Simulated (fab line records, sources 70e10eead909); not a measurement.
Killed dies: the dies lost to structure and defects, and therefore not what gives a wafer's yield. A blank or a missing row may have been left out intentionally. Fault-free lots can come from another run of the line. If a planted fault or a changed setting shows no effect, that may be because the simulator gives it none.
fab line records	flow nand_harc
record: lots: 24	wafers: 72	last_day: 25
route steps=1159 shown P_M1@298 P_M2@329 P_BONDPAD@353
lots untouched by any fault: they come from a run of this same line in which no faults occurred
start_h: hours from the record's opening day to when the first of the lot's shown wafers began	wait_h: how many hours have passed since the lot's step before this one	" same as the row above	L1.1+2: several wafers, shown together as one row	- either no value or no given start	* or withheld: withheld	< > ~ a bound
route shown NAME@n: NAME is a module with steps in the file, n the number in the route of the first one	usual: mean/standard deviation of fault-free wafers	same: alike in all rows	chamber/n: place in a boat	sites: the reading at each site	_std_site: standard deviation of those values	_edge_site: outer sites' mean less inner sites'	radius_mm: how far each site lies from the wafer's centre	mask NAME#n: copy n	behind: the tool/chamber that last shaped the wafer	hold: why the lot went on hold/how many hours it stayed there/how the hold came to an end	device: whichever transistor did not switch (one of n, p or np)	end of line: the same wafers' tests at the end of the route	where a step has no rows: the recipe by itself	killed: the dies lost at the first sort to structure and to defects; this is not the yield of the wafer	map: a wafer's dies, marking killed ones x, the rest . and places with no die _
set.NAME: the setting the step ran with; set.NAME@STEP: the setting that earlier step ran with	model.NAME: the simulator's own value behind a step, which no gauge read
route steps across a sampled set of lots; one table per step, one row per wafer
services: from which hour (start_h, from the record's first day; less than 0 if before it) a tool's chamber was out of use, for how many hours, and why
== steps ==
step: NHARC_P_M1_DESCUM_14
recipe: time_s: 3	o2_flow_sccm: 200	ar_flow_sccm: 0	bias_power_w: 0	chemistry: O2
usual: chamber_pressure_mTorr: 60.00/0.052	drypump_motor_current_A: 5.7/0.4	oes_product_au: 1.002/0.012	rf_vpp_V: 58.0/0.87	showerhead_plenum_p_Torr: 1.98/0.085	throttle_valve_pct: 11.310/0.0093
lot.wafer	tool	chamber	start_h	wait_h	chamber_pressure_mTorr	drypump_motor_current_A	oes_product_au	rf_hours_counter_h	rf_vpp_V	showerhead_plenum_p_Torr	throttle_valve_pct
L074.4	rie_diel-12	0	113.67	0.1	60.02	5.5	0.978	5	58.7	2.02	11.303
L074.3	"	1	"	"	59.97	5.3	1.002	5	56.6	1.79	11.328
L074.1	"	2	"	"	59.97	5.8	0.987	5	58.4	2.02	11.324
L075.4	rie_diel-09	3	129.52	0.1	60.04	5.5	1.007	3	57.7	2.06	11.310
L075.1	"	0	"	"	59.92	5.3	0.990	3	58.2	2.00	11.323
L075.5	"	2	"	"	60.00	5.0	0.991	-	58.0	1.96	11.308
L076.2	rie_diel-06	0	131.61	0.1	60.02	6.7	1.006	1	58.2	1.81	11.302
L076.3	"	2	"	"	60.11	6.1	0.996	1	58.1	2.02	11.301
L076.5	"	0	"	"	59.98	6.7	1.010	-	56.8	1.81	11.307
L078.1	rie_diel-06	0	143.54	0.1	60.02	6.7	1.007	2	58.1	1.81	11.331
L078.6	"	1	"	"	60.03	5.4	1.002	-	58.2	2.04	11.305
L078.5	"	2	"	"	59.97	6.2	0.995	-	57.6	2.02	11.325
L077.1	rie_diel-09	0	144.04	0.1	60.07	5.3	1.008	4	58.2	2.00	11.336
L077.3	"	2	"	"	59.91	5.0	1.008	3	57.7	1.96	11.305
L077.2	"	3	"	"	59.96	5.5	1.011	3	59.5	2.06	11.315
L079.2	rie_diel-12	3	152.25	0.1	59.91	6.2	1.015	8	58.7	2.04	11.286
L079.1	"	0	"	"	59.96	5.5	1.005	8	59.1	2.02	11.320
L079.3	"	1	"	"	60.00	5.3	1.010	8	56.5	1.79	11.310
L080.3	rie_diel-12	1	164.45	0.1	60.00	5.3	1.009	8	57.7	1.79	11.294
L080.4	"	2	"	"	60.03	5.8	0.992	9	57.6	2.02	11.299
L080.6	"	0	"	"	59.98	5.5	1.015	-	59.0	2.02	11.304
L081.2	rie_diel-12	1	169.41	0.1	59.98	5.3	1.010	9	57.6	1.79	11.325
L081.6	"	2	"	"	59.95	5.8	1.009	-	59.0	2.02	11.310
L081.5	"	3	"	"	59.98	6.2	1.020	-	57.5	2.04	11.312
L082.4	rie_diel-12	0	169.90	0.1	60.00	5.5	0.999	9	59.2	2.02	11.319
L082.1	"	1	"	"	60.02	5.3	1.011	9	57.4	1.79	11.306
L082.6	"	3	"	"	60.01	6.1	1.012	-	58.3	2.04	11.325
L083.3	rie_diel-12	2	179.98	0.1	60.02	5.8	1.000	10	58.6	2.02	11.318
L083.1	"	1	"	"	59.92	5.3	1.010	9	56.2	1.79	11.309
L083.6	"	3	"	"	59.95	6.2	1.004	-	57.8	2.03	11.326
L084.2	rie_diel-12	3	182.86	0.1	60.01	6.1	1.017	10	58.7	2.03	11.312
L084.4	"	0	"	"	59.92	5.5	1.012	10	57.4	2.02	11.314
L084.3	"	1	"	"	59.93	5.3	1.016	10	57.2	1.79	11.301
L087.4	rie_diel-09	3	193.92	0.1	59.89	5.6	1.007	9	57.9	2.05	11.313
L087.2	"	0	"	"	60.04	5.2	0.981	9	57.9	2.00	11.313
L087.5	"	0	"	"	59.92	5.3	0.996	-	57.2	2.00	11.302
L088.4	rie_diel-09	2	194.46	0.1	60.05	5.0	1.002	8	60.1	1.96	11.314
L088.2	"	3	"	"	60.05	5.5	1.014	9	57.6	2.05	11.304
L088.5	"	0	"	"	59.99	5.3	0.997	-	59.0	2.00	11.308
L086.4	rie_diel-12	3	194.95	0.1	60.07	6.2	0.998	10	57.8	2.03	11.302
L086.3	"	2	"	"	60.05	5.8	0.993	10	57.2	2.02	11.302
L086.5	"	3	"	"	59.96	6.1	0.994	-	57.3	2.03	11.286
L085.3	rie_diel-06	3	203.72	0.1	59.98	6.1	0.990	3	57.1	2.06	11.307
L085.6	"	1	"	"	60.04	5.4	0.993	-	60.1	2.04	11.324
L085.5	"	2	"	"	59.94	6.2	1.002	-	57.9	2.02	11.308
L090.4	rie_diel-12	0	215.29	0.1	59.98	5.5	1.000	0	58.0	2.02	11.319
L090.3	"	1	"	"	60.06	5.3	1.008	0	56.7	1.79	11.316
L090.5	"	2	"	"	59.99	5.8	1.014	-	58.4	2.02	11.300
L089.1	rie_diel-12	3	216.23	0.1	59.94	6.1	0.995	0	58.1	2.03	11.308
L089.6	"	2	"	"	59.94	5.8	1.024	-	57.5	2.02	11.315
L089.5	"	3	"	"	59.99	6.2	1.000	-	58.7	2.03	11.318
L091.2	rie_diel-12	3	225.39	0.1	59.89	6.2	1.002	1	57.0	2.03	11.312
L091.5	"	1	"	"	60.09	5.3	1.023	-	56.6	1.79	11.316
L091.6	"	2	"	"	59.95	5.8	1.021	-	58.9	2.02	11.303
L092.1	rie_diel-12	1	226.03	0.1	59.99	5.3	1.021	1	57.3	1.79	11.309
L092.5	"	1	"	"	59.90	5.3	1.017	-	55.8	1.79	11.316
L092.6	"	2	"	"	60.07	5.8	1.027	-	57.1	2.02	11.314
L094.1	rie_diel-12	0	229.88	0.1	59.96	5.5	0.999	1	59.0	2.02	11.321
L094.4	"	1	"	"	60.05	5.3	1.025	2	58.6	1.79	11.308
L094.6	"	3	"	"	59.98	6.2	1.005	-	58.5	2.03	11.296
L093.3	rie_diel-12	3	230.54	0.1	59.99	6.2	1.010	1	58.1	2.03	11.302
L093.2	"	0	"	"	60.00	5.5	1.009	1	57.4	2.02	11.316
L093.6	"	2	"	"	60.08	5.8	1.028	-	57.9	2.02	11.306
L095.3	rie_diel-09	1	245.79	0.1	60.02	5.9	0.993	12	57.1	1.95	11.318
L095.6	"	1	"	"	59.99	5.9	0.984	-	57.4	1.95	11.313
L095.5	"	2	"	"	59.99	5.0	0.997	-	57.1	1.95	11.295
L096.1	rie_diel-09	0	246.76	0.1	59.96	5.3	0.992	12	58.5	2.00	11.320
L096.4	"	1	"	"	59.96	5.9	0.978	12	57.7	1.95	11.286
L096.2	"	3	"	"	60.06	5.6	0.999	13	57.5	2.05	11.307
L097.3	rie_diel-06	3	261.53	0.1	59.98	6.1	0.987	0	57.3	2.06	11.309
L097.4	"	0	"	"	60.04	6.6	0.993	0	56.4	1.81	11.295
L097.2	"	1	"	"	59.92	5.4	0.996	0	60.1	2.04	11.307
step: NHARC_P_M1_PRE_CLEAN_30
recipe: time_s: 30	temp_c: 280	gas: H2/He
usual: heater_power_w: 414/24
lot.wafer	tool	chamber	start_h	wait_h	heater_power_w
L074.4	pvd_sputter-02	-	-	-	463
L074.1	"	-	"	"	412
L074.3	"	-	"	"	403
L075.4	pvd_sputter-03	-	-	-	404
L075.1	"	-	"	"	396
L075.5	"	-	"	"	400
L076.3	pvd_sputter-03	-	-	-	387
L076.2	"	-	"	"	399
L076.5	"	-	"	"	407
L078.1	pvd_sputter-01	-	-	-	439
L078.5	"	-	"	"	442
L078.6	"	-	"	"	449
L077.2	pvd_sputter-03	-	-	-	396
L077.3	"	-	"	"	418
L077.1	"	-	"	"	396
L079.2	pvd_sputter-01	-	-	-	441
L079.3	"	-	"	"	442
L079.1	"	-	"	"	435
L080.4	pvd_sputter-02	-	-	-	401
L080.3	"	-	"	"	406
L080.6	"	-	"	"	439
L081.2	pvd_sputter-03	-	-	-	416
L081.6	"	-	"	"	410
L081.5	"	-	"	"	416
L082.4	pvd_sputter-03	-	-	-	399
L082.1	"	-	"	"	404
L082.6	"	-	"	"	401
L083.1	pvd_sputter-02	-	-	-	459
L083.3	"	-	"	"	402
L083.6	"	-	"	"	403
L084.3	pvd_sputter-03	-	-	-	407
L084.2	"	-	"	"	387
L084.4	"	-	"	"	404
L087.2	pvd_sputter-02	-	-	-	447
L087.4	"	-	"	"	435
L087.5	"	-	"	"	452
L088.4	pvd_sputter-01	-	-	-	434
L088.2	"	-	"	"	431
L088.5	"	-	"	"	388
L086.4	pvd_sputter-03	-	-	-	386
L086.3	"	-	"	"	399
L086.5	"	-	"	"	388
L085.3	pvd_sputter-01	-	-	-	482
L085.6	"	-	"	"	386
L085.5	"	-	"	"	469
L090.3	pvd_sputter-01	-	-	-	436
L090.4	"	-	"	"	382
L090.5	"	-	"	"	436
L089.1	pvd_sputter-03	-	-	-	403
L089.6	"	-	"	"	398
L089.5	"	-	"	"	398
L091.2	pvd_sputter-02	-	-	-	444
L091.5	"	-	"	"	394
L091.6	"	-	"	"	440
L092.1	pvd_sputter-02	-	-	-	435
L092.5	"	-	"	"	427
L092.6	"	-	"	"	399
L094.4	pvd_sputter-02	-	-	-	448
L094.1	"	-	"	"	440
L094.6	"	-	"	"	391
L093.2	pvd_sputter-03	-	-	-	395
L093.3	"	-	"	"	391
L093.6	"	-	"	"	405
L095.3	pvd_sputter-02	-	-	-	394
L095.6	"	-	"	"	439
L095.5	"	-	"	"	399
L096.4	pvd_sputter-03	-	-	-	401
L096.2	"	-	"	"	387
L096.1	"	-	"	"	400
L097.2	pvd_sputter-02	-	-	-	431
L097.4	"	-	"	"	390
L097.3	"	-	"	"	445
step: NHARC_P_M2_OVL_MEAS_10
recipe: pitch_nm: 340
usual: overlay_x_nm: 0.1/0.66	overlay_y_nm: -0.2/0.79
lot.wafer	tool	chamber	start_h	wait_h	overlay_x_nm	overlay_y_nm
L074.1	overlay-01	-	118.28	-	0.6	-0.8
L074.3	"	-	"	"	0.8	-1.6
L074.4	"	-	"	"	0.6	-1.0
L075.1	overlay-01	-	133.79	-	0.4	1.4
L075.4	"	-	"	"	0.2	1.2
L075.5	"	-	"	"	0.3	1.6
L076.2	overlay-01	-	135.75	-	0.6	0.3
L076.3	"	-	"	"	0.6	0.9
L076.5	"	-	"	"	1.1	0.0
L078.1	overlay-02	-	147.59	-	0.3	-0.2
L078.5	"	-	"	"	0.7	0.1
L078.6	"	-	"	"	0.1	-0.5
L077.1	overlay-01	-	148.66	-	0.8	-0.3
L077.2	"	-	"	"	-0.3	-0.3
L077.3	"	-	"	"	0.5	-0.3
L079.1	overlay-01	-	156.95	-	-0.8	-1.3
L079.2	"	-	"	"	-0.9	-1.7
L079.3	"	-	"	"	-0.6	-1.5
L080.3	overlay-02	-	168.51	-	0.5	0.9
L080.4	"	-	"	"	0.5	0.5
L080.6	"	-	"	"	0.5	0.5
L081.2	overlay-01	-	173.55	-	0.2	0.4
L081.5	"	-	"	"	0.3	0.0
L081.6	"	-	"	"	0.0	-0.7
L082.1	overlay-01	-	174.09	-	0.1	0.4
L082.4	"	-	"	"	0.1	0.2
L082.6	"	-	"	"	-0.4	-0.1
L083.1	overlay-01	-	184.03	-	-0.8	1.5
L083.3	"	-	"	"	-0.7	1.3
L083.6	"	-	"	"	-0.7	1.0
L084.2	overlay-02	-	186.82	-	0.6	0.3
L084.3	"	-	"	"	0.9	0.3
L084.4	"	-	"	"	0.9	0.5
L087.2	overlay-01	-	198.25	-	-1.0	-0.3
L087.4	"	-	"	"	-1.3	0.1
L087.5	"	-	"	"	-0.8	0.7
L088.2	overlay-02	-	198.52	-	-0.1	-0.4
L088.4	"	-	"	"	0.5	-0.7
L088.5	"	-	"	"	0.3	-0.8
L086.3	overlay-02	-	199.23	-	0.6	-1.2
L086.4	"	-	"	"	0.6	-1.2
L086.5	"	-	"	"	0.2	-1.5
L085.3	overlay-01	-	207.70	-	0.9	-0.2
L085.5	"	-	"	"	1.2	0.5
L085.6	"	-	"	"	1.3	0.0
L090.3	overlay-02	-	219.51	-	-0.1	0.3
L090.4	"	-	"	"	0.1	0.2
L090.5	"	-	"	"	-0.1	0.2
L089.1	overlay-01	-	220.31	-	0.6	-0.4
L089.5	"	-	"	"	-0.4	-1.0
L089.6	"	-	"	"	0.2	-0.4
L091.2	overlay-01	-	229.43	-	0.0	0.7
L091.5	"	-	"	"	-0.1	0.9
L091.6	"	-	"	"	-0.2	0.5
L092.1	overlay-01	-	230.28	-	0.1	-0.2
L092.5	"	-	"	"	0.6	0.0
L092.6	"	-	"	"	-0.1	-0.4
L094.1	overlay-02	-	234.09	-	-0.5	-0.6
L094.4	"	-	"	"	0.2	-1.1
L094.6	"	-	"	"	-0.7	-1.1
L093.2	overlay-01	-	235.13	-	0.7	-1.3
L093.3	"	-	"	"	0.4	-1.0
L093.6	"	-	"	"	0.5	-1.1
L095.3	overlay-01	-	250.03	-	0.6	0.0
L095.5	"	-	"	"	0.8	-0.2
L095.6	"	-	"	"	1.0	-0.3
L096.1	overlay-01	-	250.84	-	-1.0	-0.7
L096.2	"	-	"	"	-1.2	-0.7
L096.4	"	-	"	"	-1.3	-0.5
L097.2	overlay-02	-	265.49	-	0.4	-0.7
L097.3	"	-	"	"	1.0	-0.8
L097.4	"	-	"	"	0.9	-0.6
step: NHARC_P_M2_STRIP_18
recipe: power_w: 1000	n2_flow_sccm: 150	h2_flow_sccm: 150	ar_flow_sccm: 0	bias_w: 0	chemistry: N2/H2
usual: chamber_pressure_mTorr: 30.000/0.028	drypump_motor_current_A: 5.6/0.41	oes_product_au: 1.003/0.0099	rf_vpp_V: 90.7/0.92	showerhead_plenum_p_Torr: 2.03/0.09	throttle_valve_pct: 14.171/0.0094
lot.wafer	tool	chamber	start_h	wait_h	chamber_pressure_mTorr	drypump_motor_current_A	oes_product_au	rf_hours_counter_h	rf_vpp_V	showerhead_plenum_p_Torr	throttle_valve_pct
L074.1	rie_diel-07	0	118.76	0.1	30.001	5.2	0.994	1	90.9	2.15	14.176
L074.3	"	1	"	"	30.012	5.9	1.020	3	91.4	2.08	14.171
L074.4	"	2	"	"	30.057	5.4	1.011	-	90.6	1.94	14.169
L075.1	rie_diel-07	1	134.29	0.1	30.071	5.9	1.015	4	92.7	2.08	14.172
L075.4	"	2	"	"	30.024	5.4	1.017	2	89.4	1.94	14.191
L075.5	"	0	"	"	29.984	5.3	0.990	-	90.5	2.15	14.184
L076.3	rie_diel-07	1	136.25	0.1	30.010	5.9	0.997	4	90.0	2.08	14.165
L076.2	"	2	"	"	29.988	5.4	1.012	3	90.3	1.94	14.175
L076.5	"	1	"	"	29.987	6.0	0.998	-	91.0	2.08	14.177
L078.1	rie_diel-01	0	148.10	0.1	29.984	4.8	1.008	0	92.1	2.15	14.174
L078.6	"	3	"	"	29.986	5.9	0.990	-	89.5	1.92	14.183
L078.5	"	0	"	"	29.998	4.9	1.002	-	92.1	2.15	14.175
L077.3	rie_diel-07	3	149.14	0.1	30.009	6.1	1.008	4	91.0	1.99	14.169
L077.1	"	0	"	"	29.942	5.3	0.985	3	91.0	2.15	14.189
L077.2	"	1	"	"	29.949	6.0	1.007	5	90.0	2.08	14.173
L079.1	rie_diel-07	3	157.42	0.1	29.955	6.1	1.008	4	89.9	1.99	14.157
L079.2	"	1	"	"	30.029	6.0	1.015	5	91.1	2.08	14.163
L079.3	"	2	"	"	29.993	5.4	1.004	4	90.2	1.94	14.166
L080.4	rie_diel-07	2	169.01	0.1	30.030	5.4	1.007	4	90.7	1.94	14.164
L080.3	"	0	"	"	30.000	5.3	0.990	3	92.2	2.15	14.171
L080.6	"	2	"	"	29.999	5.4	1.007	-	90.8	1.94	14.164
L081.2	rie_diel-07	1	174.07	0.1	29.993	5.9	1.021	6	89.8	2.08	14.177
L081.5	"	3	"	"	30.057	6.1	1.005	-	90.0	1.99	14.178
L081.6	"	0	"	"	29.988	5.2	0.998	-	90.6	2.15	14.171
L082.4	rie_diel-07	0	174.60	0.1	29.970	5.2	0.989	4	92.2	2.15	14.172
L082.1	"	1	"	"	29.983	5.9	1.014	6	90.1	2.08	14.178
L082.6	"	0	"	"	29.991	5.2	0.997	-	91.9	2.15	14.173
L083.1	rie_diel-01	3	184.53	0.1	29.968	5.9	0.995	9	89.7	1.92	14.176
L083.3	"	1	"	"	29.964	5.1	0.998	9	91.1	1.97	14.164
L083.6	"	2	"	"	29.986	5.4	0.998	-	91.2	1.93	14.184
L084.2	rie_diel-07	0	187.30	0.1	29.981	5.2	0.986	4	91.2	2.15	14.177
L084.4	"	2	"	"	30.008	5.3	1.012	5	90.6	1.94	14.160
L084.3	"	3	"	"	30.020	6.1	1.007	5	90.8	1.99	14.174
L087.2	rie_diel-07	2	198.82	0.1	29.978	5.4	1.015	5	89.9	1.94	14.174
L087.4	"	3	"	"	30.022	6.1	1.005	6	90.3	1.99	14.175
L087.5	"	1	"	"	30.009	5.9	1.003	-	92.4	2.08	14.174
L088.4	rie_diel-13	0	199.10	0.1	30.025	5.3	0.983	38	90.2	1.94	14.167
L088.2	"	1	"	"	30.024	6.3	1.003	37	91.4	2.02	14.159
L088.5	"	3	"	"	30.014	5.4	0.995	-	89.9	2.21	14.174
L086.4	rie_diel-07	2	199.74	0.1	29.982	5.4	1.006	5	89.7	1.94	14.165
L086.3	"	3	"	"	29.979	6.1	1.007	6	91.2	1.99	14.168
L086.5	"	2	"	"	30.002	5.4	1.004	-	91.2	1.93	14.177
L085.3	rie_diel-01	3	208.21	0.1	30.049	5.8	1.005	14	90.3	1.92	14.153
L085.6	"	3	"	"	29.992	5.9	0.988	-	89.4	1.92	14.170
L085.5	"	1	"	"	29.998	5.1	0.985	-	91.7	1.97	14.188
L090.3	rie_diel-13	1	220.00	0.1	29.956	6.3	0.994	40	90.0	2.02	14.148
L090.4	"	3	"	"	30.042	5.4	1.014	42	91.3	2.20	14.154
L090.5	"	2	"	"	29.971	5.8	0.998	-	91.2	2.00	14.161
L089.1	rie_diel-07	3	220.79	0.1	30.027	6.1	1.008	7	90.7	1.99	14.177
L089.6	"	3	"	"	30.029	6.1	1.014	-	89.8	1.99	14.166
L089.5	"	0	"	"	29.952	5.2	0.987	-	91.2	2.15	14.169
L091.2	rie_diel-01	2	230.13	0.1	30.031	5.3	1.004	17	89.7	1.93	14.166
L091.6	"	0	"	"	29.980	4.8	1.011	-	90.8	2.14	14.164
L091.5	"	1	"	"	30.006	5.1	0.992	-	88.8	1.97	14.171
L092.1	rie_diel-01	3	231.28	0.1	29.977	5.9	1.001	17	88.9	1.92	14.159
L092.6	"	1	"	"	29.945	5.0	0.999	-	91.3	1.97	14.150
L092.5	"	2	"	"	29.998	5.3	1.009	-	90.8	1.93	14.185
L094.4	rie_diel-01	1	234.61	0.1	29.968	5.1	0.987	17	89.8	1.97	14.166
L094.1	"	3	"	"	30.007	5.9	0.995	18	89.9	1.92	14.187
L094.6	"	1	"	"	29.930	5.1	1.001	-	89.8	1.97	14.175
L093.2	rie_diel-01	3	235.61	0.1	29.977	5.9	0.997	19	90.0	1.92	14.163
L093.3	"	1	"	"	29.936	5.1	1.004	17	90.9	1.97	14.162
L093.6	"	3	"	"	29.996	5.9	0.996	-	91.2	1.92	14.167
L095.3	rie_diel-07	0	250.50	0.1	30.020	5.2	0.994	0	92.9	2.15	14.162
L095.5	"	0	"	"	29.988	5.3	0.989	-	91.2	2.15	14.163
L095.6	"	1	"	"	30.004	6.0	1.007	-	91.4	2.08	14.177
L096.2	rie_diel-07	3	251.32	0.1	29.981	6.1	0.995	1	89.0	1.99	14.164
L096.1	"	0	"	"	30.008	5.3	1.006	1	89.1	2.15	14.160
L096.4	"	2	"	"	29.962	5.4	1.011	1	89.1	1.93	14.170
L097.4	rie_diel-07	1	265.96	0.1	30.007	6.0	1.020	1	90.4	2.08	14.171
L097.2	"	3	"	"	30.029	6.1	1.004	1	88.9	1.99	14.179
L097.3	"	0	"	"	30.023	5.2	1.008	1	91.1	2.15	14.174
step: NHARC_P_M2_PVD_20
recipe: target_thk_a: 50	bias_v: 168.6	power_w: 15000	chamber_pressure_pa: 0.12	time_s: 8.06	substrate_temp_c: 50	material: TaN
usual: bias_v: 168.7/1.6	throttle_valve_pct: 30.3/0.45
lot.wafer	tool	chamber	start_h	wait_h	bias_v	throttle_valve_pct
L074.3	pvd_sputter-03	-	-	-	165.3	30.6
L074.4	"	-	"	"	169.5	30.1
L074.1	"	-	"	"	167.8	30.0
L075.4	pvd_sputter-02	-	-	-	168.4	29.5
L075.1	"	-	"	"	166.7	30.0
L075.5	"	-	"	"	168.5	30.4
L076.3	pvd_sputter-01	-	-	-	168.9	30.7
L076.2	"	-	"	"	168.5	30.1
L076.5	"	-	"	"	167.1	30.3
L078.1	pvd_sputter-01	-	-	-	168.1	30.7
L078.6	"	-	"	"	166.6	30.9
L078.5	"	-	"	"	167.1	30.4
L077.2	pvd_sputter-01	-	-	-	167.7	30.5
L077.3	"	-	"	"	169.5	31.0
L077.1	"	-	"	"	168.9	30.1
L079.1	pvd_sputter-02	-	-	-	167.7	29.3
L079.3	"	-	"	"	170.0	30.4
L079.2	"	-	"	"	168.4	30.2
L080.4	pvd_sputter-03	-	-	-	164.9	30.2
L080.3	"	-	"	"	165.7	30.1
L080.6	"	-	"	"	167.6	30.7
L081.2	pvd_sputter-03	-	-	-	166.9	29.7
L081.6	"	-	"	"	169.2	29.7
L081.5	"	-	"	"	167.4	30.6
L082.1	pvd_sputter-02	-	-	-	166.5	30.1
L082.4	"	-	"	"	169.0	29.3
L082.6	"	-	"	"	170.6	30.2
L083.1	pvd_sputter-01	-	-	-	170.1	31.0
L083.3	"	-	"	"	166.2	30.5
L083.6	"	-	"	"	167.9	30.2
L084.3	pvd_sputter-01	-	-	-	168.4	30.4
L084.2	"	-	"	"	170.8	30.6
L084.4	"	-	"	"	167.9	30.2
L087.4	pvd_sputter-02	-	-	-	169.0	30.1
L087.2	"	-	"	"	169.5	29.2
L087.5	"	-	"	"	168.0	30.1
L088.2	pvd_sputter-01	-	-	-	167.9	30.3
L088.4	"	-	"	"	172.3	30.4
L088.5	"	-	"	"	167.4	30.7
L086.3	pvd_sputter-03	-	-	-	167.8	30.2
L086.4	"	-	"	"	170.5	30.1
L086.5	"	-	"	"	169.6	30.0
L085.3	pvd_sputter-01	-	-	-	167.6	30.0
L085.6	"	-	"	"	168.3	30.2
L085.5	"	-	"	"	167.4	31.1
L090.4	pvd_sputter-03	-	-	-	169.4	30.5
L090.3	"	-	"	"	170.1	29.8
L090.5	"	-	"	"	168.9	30.1
L089.1	pvd_sputter-03	-	-	-	169.0	30.2
L089.6	"	-	"	"	171.6	30.3
L089.5	"	-	"	"	168.5	30.1
L091.2	pvd_sputter-01	-	-	-	167.9	30.0
L091.6	"	-	"	"	172.0	29.9
L091.5	"	-	"	"	169.2	31.1
L092.1	pvd_sputter-01	-	-	-	168.9	30.2
L092.6	"	-	"	"	170.7	31.0
L092.5	"	-	"	"	172.1	30.5
L094.4	pvd_sputter-03	-	-	-	168.3	30.4
L094.1	"	-	"	"	168.4	29.8
L094.6	"	-	"	"	169.4	29.6
L093.3	pvd_sputter-03	-	-	-	168.5	30.6
L093.2	"	-	"	"	169.5	30.4
L093.6	"	-	"	"	169.3	30.2
L095.3	pvd_sputter-02	-	-	-	170.0	30.6
L095.6	"	-	"	"	167.6	29.6
L095.5	"	-	"	"	170.0	29.4
L096.1	pvd_sputter-01	-	-	-	167.0	30.3
L096.4	"	-	"	"	169.9	31.1
L096.2	"	-	"	"	168.2	30.3
L097.3	pvd_sputter-01	-	-	-	165.4	30.5
L097.2	"	-	"	"	170.3	29.9
L097.4	"	-	"	"	167.6	30.3
step: NHARC_P_BONDPAD_THK_MEAS_33
recipe: thk_meas_gauge: ellipsometry
usual: thk_nm: 200.4/1.6
lot.wafer	tool	chamber	start_h	wait_h	thk_nm
L074.1	film_metro-02	-	125.05	0.2	199.3
L074.3	"	-	"	"	202.5
L074.4	"	-	"	"	200.6
L075.1	film_metro-02	-	138.00	0.2	203.9
L075.4	"	-	"	"	199.7
L075.5	"	-	"	"	202.8
L076.2	film_metro-01	-	139.66	0.2	198.8
L076.3	"	-	"	"	199.3
L076.5	"	-	"	"	199.9
L078.1	film_metro-02	-	151.52	0.2	202.0
L078.5	"	-	"	"	203.4
L078.6	"	-	"	"	202.6
L077.1	film_metro-02	-	152.99	0.2	201.4
L077.2	"	-	"	"	198.0
L077.3	"	-	"	"	199.6
L079.1	film_metro-02	-	160.84	0.2	201.1
L079.2	"	-	"	"	200.6
L079.3	"	-	"	"	202.3
L080.3	film_metro-01	-	172.41	0.2	201.8
L080.4	"	-	"	"	201.7
L080.6	"	-	"	"	200.2
L081.2	film_metro-02	-	177.42	0.2	201.0
L081.5	"	-	"	"	200.5
L081.6	"	-	"	"	202.4
L082.1	film_metro-02	-	178.12	0.2	198.5
L082.4	"	-	"	"	201.0
L082.6	"	-	"	"	200.9
L083.1	film_metro-02	-	188.15	0.2	200.1
L083.3	"	-	"	"	198.9
L083.6	"	-	"	"	197.6
L084.2	film_metro-02	-	190.88	0.1	201.5
L084.3	"	-	"	"	198.2
L084.4	"	-	"	"	198.9
L087.2	film_metro-02	-	202.42	0.2	200.6
L087.4	"	-	"	"	204.2
L087.5	"	-	"	"	201.8
L088.2	film_metro-01	-	202.69	0.2	201.1
L088.4	"	-	"	"	200.0
L088.5	"	-	"	"	201.0
L086.3	film_metro-01	-	203.65	0.2	201.2
L086.4	"	-	"	"	200.4
L086.5	"	-	"	"	197.7
L085.3	film_metro-02	-	212.00	0.2	200.3
L085.5	"	-	"	"	199.9
L085.6	"	-	"	"	202.1
L090.3	film_metro-02	-	223.43	0.2	200.9
L090.4	"	-	"	"	199.8
L090.5	"	-	"	"	202.7
L089.1	film_metro-01	-	224.33	0.2	200.5
L089.5	"	-	"	"	201.0
L089.6	"	-	"	"	202.6
L091.2	film_metro-01	-	233.49	0.2	198.5
L091.5	"	-	"	"	198.9
L091.6	"	-	"	"	199.2
L092.1	film_metro-02	-	235.19	0.2	200.1
L092.5	"	-	"	"	199.5
L092.6	"	-	"	"	198.3
L094.1	film_metro-02	-	238.27	0.2	199.4
L094.4	"	-	"	"	199.3
L094.6	"	-	"	"	197.6
L093.2	film_metro-02	-	239.07	0.2	199.9
L093.3	"	-	"	"	200.8
L093.6	"	-	"	"	202.3
L095.3	film_metro-01	-	253.93	0.2	197.6
L095.5	"	-	"	"	198.1
L095.6	"	-	"	"	196.6
L096.1	film_metro-01	-	254.84	0.1	198.5
L096.2	"	-	"	"	199.0
L096.4	"	-	"	"	200.4
L097.2	film_metro-01	-	269.38	0.2	202.6
L097.3	"	-	"	"	200.5
L097.4	"	-	"	"	202.5
== services ==
tool	chamber	start_h	hours	kind
rie_diel-13	-	99.00	9.0	pm
pvd_sputter-03	-	102.05	10.0	pm
rie_diel-06	0	102.86	4.1	repair
rie_diel-09	1	105.86	5.1	repair
rie_diel-07	0	109.20	-	clean
rie_diel-07	1	109.20	-	clean
rie_diel-07	2	109.20	-	clean
rie_diel-07	3	109.20	-	clean
rie_diel-09	2	114.18	5.9	repair
rie_diel-07	3	118.74	4.2	repair
rie_diel-01	-	137.80	9.0	pm
rie_diel-12	1	138.81	7.5	repair
pvd_sputter-01	-	158.00	10.0	pm
rie_diel-06	0	160.36	2.6	repair
rie_diel-09	2	199.93	2.5	repair
rie_diel-13	1	201.55	12.4	repair
rie_diel-12	-	202.40	9.0	pm
rie_diel-01	0	205.12	5.4	repair
rie_diel-13	0	213.81	5.5	repair
rie_diel-06	0	227.51	4.4	repair
rie_diel-07	-	228.20	9.0	pm
rie_diel-06	-	241.24	9.0	pm
pvd_sputter-01	-	247.25	2.6	repair
rie_diel-09	-	254.10	9.0	pm
== key ==
fault none
